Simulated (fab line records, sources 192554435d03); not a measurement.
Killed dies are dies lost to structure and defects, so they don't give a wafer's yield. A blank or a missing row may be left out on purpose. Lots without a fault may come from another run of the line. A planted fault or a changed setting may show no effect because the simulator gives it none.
fab line records | flow n5_finfet
record lots=5 wafers=15 last_day=17
route steps=1938 shown MOL_CONTACT_COAG@606 BEOL_M4@1111 PASSIVATION@1936
lots that met no fault: from a run of the same line without faults
start_h: hours from the record's first day to the start of the lot's first wafer shown | wait_h: hours since the lot's step before | " the same as in the row above | L1.1+2: a row that stands for several wafers | - no value, or no start given | * or withheld: withheld | < > ~ a bound
route shown NAME@n: a module of which the file shows steps, and the number in the route of the first | usual: mean/standard deviation of fault-free wafers | same: alike in all rows | chamber/n: place in a boat | sites: the reading at each site | _std_site: their standard deviation | _edge_site: outer sites' mean less inner sites' | radius_mm: how far each site lies from the wafer's centre | mask NAME#n: copy n | behind: the tool/chamber that last shaped the wafer | hold: why the lot was held/for how many hours/how that ended | device: the transistor (n, p or np) that didn't switch | end of line: the same wafers' tests at the end of the route | a step without rows: its recipe alone | killed: dies lost to structure and defects at the first sort, not the wafer's yield | map: a wafer's dies, x killed, . not, _ none there
set.NAME: the setting as run; set.NAME@STEP: as run at that earlier step | model.NAME: the simulator's own value behind a step, which no gauge read
lots at some steps of the route; a table a step, a row a wafer
services: from which hour (start_h, from the record's first day; less than 0 if before it) a tool's chamber was out of use, for how many hours, and why
## steps
# step N5_MOL_CONTACT_COAG_ETCH_65
# recipe chemistry=N2/H2 target=underlayer target_depth_a=130 mask_material=CAR-EUV time_s=10.4 ion_energy_ev=200 pressure_mtorr=30 source_w=840 bias_w=150 n2_flow_sccm=200 h2_flow_sccm=200 ends=cleared
# step N5_MOL_CONTACT_COAG_ETCH_66
# recipe chemistry=CF4 target=SiARC target_depth_a=130 mask_material=CAR-EUV time_s=21.7 ion_energy_ev=80 pressure_mtorr=40 source_w=545 bias_w=36 Ar_flow_sccm=100 cf4_flow_sccm=100 ends=cleared
# step N5_MOL_CONTACT_COAG_ALD_133
# recipe material=SiO2 target_thk_a=50 temp_c=100 ald_precursor_family=BDEAS ald_co_reactant=O2-plasma pulse_time_s=1 co_reactant_pulse_time_s=1 purge_time_s=2 co_reactant_purge_time_s=2 ald_cycles=35 pressure_torr=2
# step N5_MOL_CONTACT_COAG_ETCHBACK_134
# recipe chemistry=CHF3 target=SiO2 target_depth_a=100 time_s=6.7 ion_energy_ev=200 pressure_mtorr=30 source_w=610 bias_w=170 Ar_flow_sccm=200 CHF3_flow_sccm=50
# step N5_MOL_CONTACT_COAG_ETCH_67
# recipe chemistry=N2/H2 target=SOC target_depth_a=600 overetch_a=210 mask_material=SiARC temp_c=40 time_s=101.2 ion_energy_ev=200 pressure_mtorr=30 source_w=840 bias_w=150 n2_flow_sccm=200 h2_flow_sccm=200
# step N5_MOL_CONTACT_COAG_STRIP_68
# recipe chemistry=N2/H2 temp_c=40 n2_flow_sccm=200 h2_flow_sccm=200 rf_frequency_hz=6e+07
# step N5_MOL_CONTACT_COAG_STRIP_69
# recipe chemistry=N2/H2 temp_c=40 n2_flow_sccm=200 h2_flow_sccm=200 rf_frequency_hz=6e+07
# step N5_MOL_CONTACT_COAG_ETCHBACK_136
# recipe chemistry=CHF3 target=SiO2 target_depth_a=250 time_s=16.7 ion_energy_ev=200 pressure_mtorr=30 source_w=610 bias_w=170 Ar_flow_sccm=200 CHF3_flow_sccm=50
# step N5_MOL_CONTACT_COAG_STRIP_120
# recipe chemistry=CHF3 resist=SiARC rf_frequency_hz=6e+07
# step N5_MOL_CONTACT_COAG_VIA_ETCH_117
# recipe chemistry=C4F6/O2 target_depth_a=400 overetch_a=80 mask_material=SOC target=SiO2 bias_w=455 pressure_mtorr=10 time_s=26 source_w=325 Ar_flow_sccm=300 C4F6_flow_sccm=10 O2_flow_sccm=10 ion_energy_ev=575.3 ends=end_point
# step N5_MOL_CONTACT_COAG_ETCH_124
# recipe chemistry=CH3F/O2 target=SiNx target_depth_a=65 mask_material=SOC stop_on=SiOC over_etch_frac=0.3 ion_energy_ev=120 pressure_mtorr=30 source_w=395 bias_w=73 Ar_flow_sccm=150 CH3F_flow_sccm=30 O2_flow_sccm=20 ends=end_point
# step N5_MOL_CONTACT_COAG_ETCH_48
# recipe chemistry=C4F6/O2 target_depth_a=150 overetch_a=45 mask_material=SOC target=SiOC bias_w=465 pressure_mtorr=10 time_s=17 source_w=335 Ar_flow_sccm=300 C4F6_flow_sccm=10 O2_flow_sccm=10 ion_energy_ev=576
# step N5_MOL_CONTACT_COAG_STRIP_72
# recipe chemistry=N2/H2 power_w=450 temp_c=40 pressure_mtorr=20 rf_frequency_hz=6e+07 overash_fraction=3 bias_power_w=7 h2_frac=0.5 n2_flow_sccm=200 h2_flow_sccm=200
# usual bias_power_w=7.000/0.021 chamber_pressure_mTorr=20.01/0.045 drypump_motor_current_A=5.6/0.36 oes_product_au=0.82/0.09 rf_vpp_V=59.0/2.1 showerhead_plenum_p_Torr=2.57/0.083 throttle_valve_pct=23.6/0.39
# columns lot.wafer tool chamber start_h wait_h bias_power_w chamber_pressure_mTorr drypump_motor_current_A oes_product_au rf_hours_counter_h rf_vpp_V showerhead_plenum_p_Torr throttle_valve_pct model.SOC_of_MOL_CONTACT_COAG_COAT_62.thk_nm model.SiO2_of_MOL_CONTACT_COAG_ALD_133.thk_nm
L969.2 rie_diel-06 0 159.11 0.0 6.980 20.03 5.5 0.72 186 57.9 2.53 23.3 0 0
L969.3 " 3 " " 6.994 20.03 6.5 0.71 201 57.2 2.62 24.1 0 0
L969.4 " 2 " " 7.034 19.92 5.0 0.83 84 57.5 2.46 23.9 0 0
L970.1 rie_diel-06 0 168.99 0.0 - - - - - - - - 46 5
L970.3 " 2 " " - - - - - - - - 45.6 5
L970.6 " 2 " " - - - - - - - - 45.8 5
L971.1 rie_diel-03 1 172.74 0.0 - - - - - - - - 46.4 5
L971.4 " 1 " " - - - - - - - - 46.6 5
L971.5 " 2 " " - - - - - - - - 46 5
L972.1 rie_diel-04 3 181.05 0.0 - - - - - - - - 45.6 5
L972.4 " 2 " " - - - - - - - - 45.8 5
L972.6 " 3 " " - - - - - - - - 45.6 5
L981.3 rie_diel-03 0 236.78 0.0 7.000 20.07 5.1 0.85 65 57.4 2.47 23.6 0 0
L981.5 " 2 " " 7.003 19.99 5.7 0.85 - 59.2 2.69 23.2 0 0
L981.6 " 1 " " 7.024 19.95 5.6 0.97 - 60.3 2.49 23.3 0 0
# step N5_MOL_CONTACT_COAG_STRIP_49
# recipe chemistry=N2/H2 time_s=30 power_w=1000 temp_c=250 pressure_mtorr=withheld n2_flow_sccm=1750 h2_flow_sccm=3250
# usual drypump_motor_current_A=5.7/0.61 h2_flow_sccm=3250/8.9 heater_power_w=346/29
# columns lot.wafer tool chamber start_h wait_h drypump_motor_current_A h2_flow_sccm heater_power_w rf_hours_counter_h model.SOC_of_MOL_CONTACT_COAG_COAT_62.thk_nm
L969.2 plasma_asher-02 0 159.19 - 5.7 3251 321 53 0
L969.3 " 0 " " 5.7 3249 320 - 0
L969.4 " 1 " " 4.9 3257 374 - 0
L970.1 plasma_asher-02 1 169.07 0.1 4.9 3240 397 56 34
L970.3 " 1 " " 4.9 3246 387 - 33.4
L970.6 " 1 " " 4.9 3248 401 - 33.6
L971.1 plasma_asher-02 1 172.83 0.1 4.9 3259 393 57 34.2
L971.4 " 1 " " 4.9 3260 386 - 34.4
L971.5 " 1 " " 4.9 3260 387 - 34
L972.1 plasma_asher-02 1 181.13 0.1 4.9 3249 393 58 33.4
L972.4 " 1 " " 4.9 3260 391 - 33.6
L972.6 " 1 " " 4.9 3259 382 - 33.4
L981.3 plasma_asher-02 0 236.88 - 5.7 3260 321 - 0
L981.5 " 0 " " 5.7 3253 327 - 0
L981.6 " 1 " " 4.9 3253 392 - 0
# step N5_MOL_CONTACT_COAG_PRECLEAN_138
# recipe chemistry=alkaline_clean temp_c=60 time_s=60 do_ppb=50
# step N5_BEOL_M4_RC_MEAS_101
# usual DIBL_N=36.4/1.4 DIBL_P=36.3/1.8 IOFF_N=0.163/0.024 IOFF_P=0.21/0.034 ION_N=673/11 ION_P=461/7.4 SS_N=71.6/0.52 SS_P=73.3/0.58 VT_N=249.4/2.5 VT_P=-250/3.5
# columns lot.wafer tool chamber start_h wait_h DIBL_N[mV/V] DIBL_P[mV/V] IOFF_N[nA/um] IOFF_P[nA/um] ION_N[uA/um] ION_P[uA/um] SS_N[mV/dec] SS_P[mV/dec] VT_N[mV] VT_P[mV]
L969.2 prober-02 0 218.75 0.2 36.6 36.8 0.184 0.21 695 472 71.4 73.4 244.8 -251
L969.3 " 0 " " 36.4 36.9 0.178 0.22 694 471 71.0 73.2 248.3 -251
L969.4 " 0 " " 38.0 39.1 0.220 0.27 696 476 71.2 73.9 244.8 -247
L981.3 prober-02 0 300.44 0.3 36.6 32.3 0.148 0.16 665 447 71.3 72.9 253.0 -256
L981.5 " 0 " " 36.6 33.5 0.160 0.18 679 456 71.4 73.5 248.1 -256
L981.6 " 0 " " 35.2 31.7 0.131 0.16 664 454 71.5 73.3 250.8 -254
# step N5_PASSIVATION_PROBE_49
# usual defect_limited_yield=91.4/1.6 killed_at_M0_to_M3=34/12 killed_at_M4_up=13/5.2 killed_at_contacts=11/5.5 killed_at_front_end=40/13 killed_at_other=3.4/2.7 killed_dies=102/19 killed_on_rim=13/4.3 killed_open=66/15 killed_short=33/7.9 sort_bin_5_function=5.1/1.1 sort_bin_6_memory=3.2/0.7 sort_n_pass=1078/19 sort_yield_pct=91.4/1.6
# same gross_dies=1180 killed_at_back_side=0 sort_bin_4_leakage[%]=0 sort_bin_8_speed[%]=0
# columns lot.wafer tool chamber start_h wait_h defect_limited_yield[%] killed_at_M0_to_M3 killed_at_M4_up killed_at_contacts killed_at_front_end killed_at_other killed_dies killed_on_rim killed_open killed_short sort_bin_5_function[%] sort_bin_6_memory[%] sort_n_pass sort_yield_pct[%]
L969.2 prober-02 - 321.72 0.1 91.8 33 7 8 46 3 97 9 72 24 5.4 2.7 1083 91.8
L970.1 prober-02 - 341.60 0.0 0 54 16 1072 34 4 1180 152 77 41 95.9 3.6 0 0
L970.3 prober-02 - 341.70 0.1 0 66 13 1067 33 1 1180 152 84 44 95.8 3.6 0 0
L970.6 prober-02 - 341.85 0.3 0 34 17 1088 37 4 1180 152 78 35 95.8 3.9 0 0
L971.1 prober-01 - 357.07 0.0 0 18 10 1085 67 0 1180 152 71 27 96.9 2.9 0 0
L971.4 prober-01 - 357.22 0.2 0 35 16 1094 33 2 1180 152 66 24 96.9 3.1 0 0
L971.5 prober-01 - 357.27 0.2 0 35 8 1074 55 8 1180 152 78 36 95.4 4.3 0 0
L972.1 prober-01 - 369.95 0.2 0 26 21 1096 33 4 1180 152 64 34 95.7 4.2 0 0
L972.4 prober-01 - 370.10 0.3 0 21 9 1110 32 8 1180 152 47 26 97.1 2.7 0 0
L972.6 prober-01 - 370.20 0.4 0 28 10 1095 44 3 1180 152 70 23 97.3 2.2 0 0
# killed by level:class
L969.2 STI_FIN_REVEAL:geometric_particle:open=12 FIN_SAQP:geometric_particle:open=9 BEOL_M0_SAQP:geometric_particle:open=8 BEOL_M2:geometric_particle:open=8 MOL_CONTACT_COAG:geometric_particle:open=7 BEOL_M0:geometric_particle:open=5 FIN_SAQP:geometric_particle:short=4 ILD0:geometric_particle:short=4
L970.1 MOL_CONTACT_COAG:area_cvd=1059 BEOL_M2:geometric_particle:open=19 BEOL_M0_SAQP:geometric_particle:short=13 MOL_CONTACT_COAG:geometric_particle:open=11 BEOL_M0_SAQP:geometric_particle:open=10 FIN_SAQP:geometric_particle:short=9 BEOL_M4:geometric_particle:open=9 FIN_SAQP:geometric_particle:open=5
L970.3 MOL_CONTACT_COAG:area_cvd=1052 BEOL_M0_SAQP:geometric_particle:short=20 BEOL_M2:geometric_particle:open=20 BEOL_M0_SAQP:geometric_particle:open=16 MOL_CONTACT_COAG:geometric_particle:open=15 FIN_SAQP:geometric_particle:short=10 BEOL_M4:geometric_particle:open=8 STI_FIN_REVEAL:geometric_particle:open=6
L970.6 MOL_CONTACT_COAG:area_cvd=1066 MOL_CONTACT_COAG:geometric_particle:open=18 BEOL_M0_SAQP:geometric_particle:open=12 FIN_SAQP:geometric_particle:open=10 BEOL_M4:geometric_particle:open=10 BEOL_M3:geometric_particle:open=9 BEOL_M0_SAQP:geometric_particle:short=7 FIN_SAQP:geometric_particle:short=5
L971.1 MOL_CONTACT_COAG:area_cvd=1080 FIN_SAQP:geometric_particle:open=17 STI_FIN_REVEAL:geometric_particle:open=13 DUMMY_GATE:geometric_particle:open=10 BEOL_M3:geometric_particle:open=7 BEOL_M2:geometric_particle:open=6 FIN_SAQP:geometric_particle:short=5 BEOL_M4:geometric_particle:open=5
L971.4 MOL_CONTACT_COAG:area_cvd=1090 BEOL_M2:geometric_particle:open=10 BEOL_M1:geometric_particle:open=9 STI_FIN_REVEAL:geometric_particle:open=8 BEOL_M0_SAQP:geometric_particle:open=8 BEOL_M4:geometric_particle:open=7 FIN_SAQP:geometric_particle:open=6 FIN_SAQP:geometric_particle:short=4
L971.5 MOL_CONTACT_COAG:area_cvd=1064 STI_FIN_REVEAL:geometric_particle:open=22 BEOL_M2:geometric_particle:open=11 DUMMY_GATE:geometric_particle:open=10 MOL_CONTACT_COAG:geometric_particle:open=7 BEOL_M3:geometric_particle:open=7 FIN_SAQP:geometric_particle:open=5 FIN_SAQP:geometric_particle:short=4
L972.1 MOL_CONTACT_COAG:area_cvd=1081 BEOL_M4:geometric_particle:open=13 MOL_CONTACT_COAG:geometric_particle:open=12 FIN_SAQP:geometric_particle:open=11 BEOL_M0_SAQP:geometric_particle:short=7 FIN_SAQP:geometric_particle:short=6 BEOL_M2:geometric_particle:open=4 BEOL_M3:geometric_particle:open=4
L972.4 MOL_CONTACT_COAG:area_cvd=1104 FIN_SAQP:geometric_particle:short=8 FIN_SAQP:geometric_particle:open=7 BEOL_M4:geometric_particle:open=7 BEOL_M3:geometric_particle:open=6 GATE_CUT:geometric_particle:open=5 MOL_CONTACT_COAG:geometric_particle:open=5 GATE_CUT:geometric_particle:short=4
L972.6 MOL_CONTACT_COAG:area_cvd=1085 FIN_SAQP:geometric_particle:open=18 BEOL_M0_SAQP:geometric_particle:open=9 BEOL_M4:geometric_particle:open=8 MOL_CONTACT_COAG:geometric_particle:open=7 DUMMY_GATE:geometric_particle:open=5 STI_FIN_REVEAL:geometric_particle:open=4 BEOL_M0:geometric_particle:open=4
# map L970.1 (x killed, . not)
_________________xxxxxxxxxxxx________________
______________xxxxxxxxxxxxxxxxxx_____________
___________xxxxxxxxxxxxxxxxxxxxxxxx__________
__________xxxxxxxxxxxxxxxxxxxxxxxxxx_________
________xxxxxxxxxxxxxxxxxxxxxxxxxxxxxx_______
_______xxxxxxxxxxxxxxxxxxxxxxxxxxxxxxxx______
______xxxxxxxxxxxxxxxxxxxxxxxxxxxxxxxxxx_____
_____xxxxxxxxxxxxxxxxxxxxxxxxxxxxxxxxxxxx____
____xxxxxxxxxxxxxxxxxxxxxxxxxxxxxxxxxxxxxx___
___xxxxxxxxxxxxxxxxxxxxxxxxxxxxxxxxxxxxxxxx__
___xxxxxxxxxxxxxxxxxxxxxxxxxxxxxxxxxxxxxxxx__
__xxxxxxxxxxxxxxxxxxxxxxxxxxxxxxxxxxxxxxxxxx_
__xxxxxxxxxxxxxxxxxxxxxxxxxxxxxxxxxxxxxxxxxx_
_xxxxxxxxxxxxxxxxxxxxxxxxxxxxxxxxxxxxxxxxxxxx
_xxxxxxxxxxxxxxxxxxxxxxxxxxxxxxxxxxxxxxxxxxxx
_xxxxxxxxxxxxxxxxxxxxxxxxxxxxxxxxxxxxxxxxxxxx
_xxxxxxxxxxxxxxxxxxxxxxxxxxxxxxxxxxxxxxxxxxxx
_xxxxxxxxxxxxxxxxxxxxxxxxxxxxxxxxxxxxxxxxxxxx
_xxxxxxxxxxxxxxxxxxxxxxxxxxxxxxxxxxxxxxxxxxxx
_xxxxxxxxxxxxxxxxxxxxxxxxxxxxxxxxxxxxxxxxxxxx
_xxxxxxxxxxxxxxxxxxxxxxxxxxxxxxxxxxxxxxxxxxxx
__xxxxxxxxxxxxxxxxxxxxxxxxxxxxxxxxxxxxxxxxxx_
__xxxxxxxxxxxxxxxxxxxxxxxxxxxxxxxxxxxxxxxxxx_
___xxxxxxxxxxxxxxxxxxxxxxxxxxxxxxxxxxxxxxxx__
___xxxxxxxxxxxxxxxxxxxxxxxxxxxxxxxxxxxxxxxx__
____xxxxxxxxxxxxxxxxxxxxxxxxxxxxxxxxxxxxxx___
_____xxxxxxxxxxxxxxxxxxxxxxxxxxxxxxxxxxxx____
______xxxxxxxxxxxxxxxxxxxxxxxxxxxxxxxxxx_____
_______xxxxxxxxxxxxxxxxxxxxxxxxxxxxxxxx______
________xxxxxxxxxxxxxxxxxxxxxxxxxxxxxx_______
__________xxxxxxxxxxxxxxxxxxxxxxxxxx_________
___________xxxxxxxxxxxxxxxxxxxxxxxx__________
______________xxxxxxxxxxxxxxxxxx_____________
_________________xxxxxxxxxxxx________________
# map L971.1 (x killed, . not)
_________________xxxxxxxxxxxx________________
______________xxxxxxxxxxxxxxxxxx_____________
___________xxxxxxxxxxxxxxxxxxxxxxxx__________
__________xxxxxxxxxxxxxxxxxxxxxxxxxx_________
________xxxxxxxxxxxxxxxxxxxxxxxxxxxxxx_______
_______xxxxxxxxxxxxxxxxxxxxxxxxxxxxxxxx______
______xxxxxxxxxxxxxxxxxxxxxxxxxxxxxxxxxx_____
_____xxxxxxxxxxxxxxxxxxxxxxxxxxxxxxxxxxxx____
____xxxxxxxxxxxxxxxxxxxxxxxxxxxxxxxxxxxxxx___
___xxxxxxxxxxxxxxxxxxxxxxxxxxxxxxxxxxxxxxxx__
___xxxxxxxxxxxxxxxxxxxxxxxxxxxxxxxxxxxxxxxx__
__xxxxxxxxxxxxxxxxxxxxxxxxxxxxxxxxxxxxxxxxxx_
__xxxxxxxxxxxxxxxxxxxxxxxxxxxxxxxxxxxxxxxxxx_
_xxxxxxxxxxxxxxxxxxxxxxxxxxxxxxxxxxxxxxxxxxxx
_xxxxxxxxxxxxxxxxxxxxxxxxxxxxxxxxxxxxxxxxxxxx
_xxxxxxxxxxxxxxxxxxxxxxxxxxxxxxxxxxxxxxxxxxxx
_xxxxxxxxxxxxxxxxxxxxxxxxxxxxxxxxxxxxxxxxxxxx
_xxxxxxxxxxxxxxxxxxxxxxxxxxxxxxxxxxxxxxxxxxxx
_xxxxxxxxxxxxxxxxxxxxxxxxxxxxxxxxxxxxxxxxxxxx
_xxxxxxxxxxxxxxxxxxxxxxxxxxxxxxxxxxxxxxxxxxxx
_xxxxxxxxxxxxxxxxxxxxxxxxxxxxxxxxxxxxxxxxxxxx
__xxxxxxxxxxxxxxxxxxxxxxxxxxxxxxxxxxxxxxxxxx_
__xxxxxxxxxxxxxxxxxxxxxxxxxxxxxxxxxxxxxxxxxx_
___xxxxxxxxxxxxxxxxxxxxxxxxxxxxxxxxxxxxxxxx__
___xxxxxxxxxxxxxxxxxxxxxxxxxxxxxxxxxxxxxxxx__
____xxxxxxxxxxxxxxxxxxxxxxxxxxxxxxxxxxxxxx___
_____xxxxxxxxxxxxxxxxxxxxxxxxxxxxxxxxxxxx____
______xxxxxxxxxxxxxxxxxxxxxxxxxxxxxxxxxx_____
_______xxxxxxxxxxxxxxxxxxxxxxxxxxxxxxxx______
________xxxxxxxxxxxxxxxxxxxxxxxxxxxxxx_______
__________xxxxxxxxxxxxxxxxxxxxxxxxxx_________
___________xxxxxxxxxxxxxxxxxxxxxxxx__________
______________xxxxxxxxxxxxxxxxxx_____________
_________________xxxxxxxxxxxx________________
## services
# columns tool chamber start_h hours kind
rie_diel-03 3 148.21 - clean
rie_diel-03 3 148.21 - consumable_replace:focus_ring
rie_diel-03 3 148.21 29.4 scheduled_down
rie_diel-03 3 148.21 29.4 vent_cycle
rie_diel-04 1 149.34 - clean
rie_diel-04 1 149.34 - consumable_replace:focus_ring
rie_diel-04 1 149.34 18.4 scheduled_down
rie_diel-04 1 149.34 18.4 vent_cycle
plasma_asher-02 - 184.37 34.4 repair
rie_diel-03 1 211.40 - clean
rie_diel-03 1 211.40 - consumable_replace:focus_ring
rie_diel-03 1 211.40 17.4 scheduled_down
rie_diel-03 1 211.40 17.4 vent_cycle
rie_diel-06 3 226.21 11.0 repair
## key
first_sign step=N5_MOL_CONTACT_COAG_STRIP_72 reading=tool_record direction=missing
effect step=N5_PASSIVATION_PROBE_49 reading=killed_at_contacts direction=up sigmas=99+ usual=11 struck=1087
model_effect step=N5_MOL_CONTACT_COAG_STRIP_72 value=SOC_of_MOL_CONTACT_COAG_COAT_62.thk_nm without=0 struck=45.93
model_effect step=N5_MOL_CONTACT_COAG_STRIP_49 value=SOC_of_MOL_CONTACT_COAG_COAT_62.thk_nm without=0 struck=33.78
more_kills_born_at N5_MOL_CONTACT_COAG_CVD_140@cvd_w-01=6447 N5_MOL_CONTACT_COAG_CVD_140@cvd_w-02=3234
met_at N5_MOL_CONTACT_COAG_STRIP_72
struck_wafers L970.1,L970.3,L970.6,L971.1,L971.4,L971.5,L972.1,L972.4,L972.6
later_rows_left_out L970.1,L970.3,L970.6,L971.1,L971.4,L971.5,L972.1,L972.4,L972.6
onset_between 159.11 168.99
fault kind=skipped_step_whole tool=rie_diel-03,rie_diel-04,rie_diel-06 chamber=- onset_h=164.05 steps=N5_MOL_CONTACT_COAG_STRIP_72 scope=struck_lots_only
# later_rows_left_out: the simulator's readings of these wafers behind a module that went badly wrong aren't trusted and aren't shown, but for the sort
